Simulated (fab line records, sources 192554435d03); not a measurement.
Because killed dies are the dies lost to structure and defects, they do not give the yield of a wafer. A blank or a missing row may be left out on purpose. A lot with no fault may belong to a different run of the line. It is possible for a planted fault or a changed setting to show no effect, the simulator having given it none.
Split-lot experiment	flow n5 finfet	7 lots, 21 wafers read, on a route of 1938 steps

ABOUT THE SPLIT
At N5_BEOL_M11_PECVD_70 (deposits SiO2 from TEOS/O2, target thk 20 nm, time 22.7 s), the setting temp c was moved away from the recipe's 400 C on 10 of the 21 wafers read, by -3.6% to +2.1%. All remaining wafers had this setting at the recipe value.

The reading is taken at the split's own step.

THE READING
SiO2_of_BEOL_M11_PECVD_70.thk nm (the simulator's own value, which no gauge read), in nm, at N5_BEOL_M11_PECVD_70 (deposits SiO2 from TEOS/O2, target thk 20 nm, time 22.7 s). The file does not state a usual value for it. The 11 wafers here that ran the recipe average 20.0 nm, standard deviation 0.25 nm.

wafer	tool, chamber at the split	temp c as run, C	against the recipe	SiO2_of_BEOL_M11_PECVD_70.thk nm, nm	against lot-mates on the recipe
L075.1	pecvd-02, 2	400	recipe	19.8	-
L075.2	pecvd-02, 0	400	recipe	20	-
L075.6	pecvd-02, 1	400	recipe	20.6	-
L077.2	pecvd-02, 1	400	recipe	20	-
L077.5	pecvd-02, 0	400	recipe	20.4	-
L077.6	pecvd-02, 1	387	-3.2%	22	+1.8
L081.1	pecvd-02, 2	400	recipe	19.8	-
L081.3	pecvd-02, 1	390.6	-2.3%	21.4	+1.6
L081.6	pecvd-02, 1	390.6	-2.3%	21.6	+1.8
L083.3	pecvd-03, 2	400	recipe	20	-
L083.4	pecvd-03, 1	385.5	-3.6%	21.8	+1.8
L083.5	pecvd-03, 0	385.5	-3.6%	21.6	+1.6
L084.1	pecvd-04, 0,2	408.5	+2.1%	19.2	no lot-mate on the recipe
L084.5	pecvd-04, 0,2	408.5	+2.1%	19.2	no lot-mate on the recipe
L084.6	pecvd-04, 0	408.5	+2.1%	19.6	no lot-mate on the recipe
L096.1	pecvd-04, 0	387.1	-3.2%	21.2	+1.4
L096.4	pecvd-04, 2	400	recipe	19.8	-
L096.6	pecvd-04, 1	387.1	-3.2%	21.6	+1.8
L095.1	pecvd-02, 2	400	recipe	19.8	-
L095.2	pecvd-02, 0,1	400	recipe	20	-
L095.3	pecvd-02, 0,1	400	recipe	20	-
When a row names more than one chamber, that row covers several wafers, and the file does not tell which wafer ran in which chamber.

FIT RESULTS
A straight line over all 21 wafers: SiO2_of_BEOL_M11_PECVD_70.thk nm changes by -0.454 nm for each +1% of temp c; r = -0.95; the points scatter about the line by 0.29 nm.
The same after taking each lot's own level away (the mean of its wafers on the recipe; 18 wafers): -0.523 nm for each +1%; r = -0.96; scatter 0.26 nm.
That fit puts the effect of the largest move of temp c on the reading at 1.9 nm.
The span of the lots' own levels, 19.80 to 20.20 nm, comes to 1.6 times the standard deviation stated above.
In other words, the slope is changed by the lot-to-lot level; the two fits disagree.
Check: for one of the wafers moved furthest among these (-3.6%), held out of the fit, the line's prediction against its lot-mates is +1.95 nm. It came out at +1.8 nm against them.

ADDITIONAL SPLITS CARRIED BY THESE WAFERS
Note: prior to the reading, these wafers also went through further splits. Each is held against what the fit with the lots' levels taken away leaves over:
other split on the same wafers	wafers away from the commonest value	r with SiO2_of_BEOL_M11_PECVD_70.thk nm (lot level and that fit taken away)
N5_BEOL_M7_DESCUM_33 time s	11	-0.57
N5_BEOL_M7_ALD_77 ald cycles	7	-0.01
N5_BEOL_M8_ILD_DEP_00 time s	9	+0.03
N5_BEOL_M9_HM_DEP_02 target thk a	5	+0.15
N5_BEOL_M9_DESCUM_16 time s	4	+0.18

FILE'S OWN FIT
SiO2_of_BEOL_M11_PECVD_70.thk nm changes by -0.534 nm for each +1% of temp c, r = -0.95.
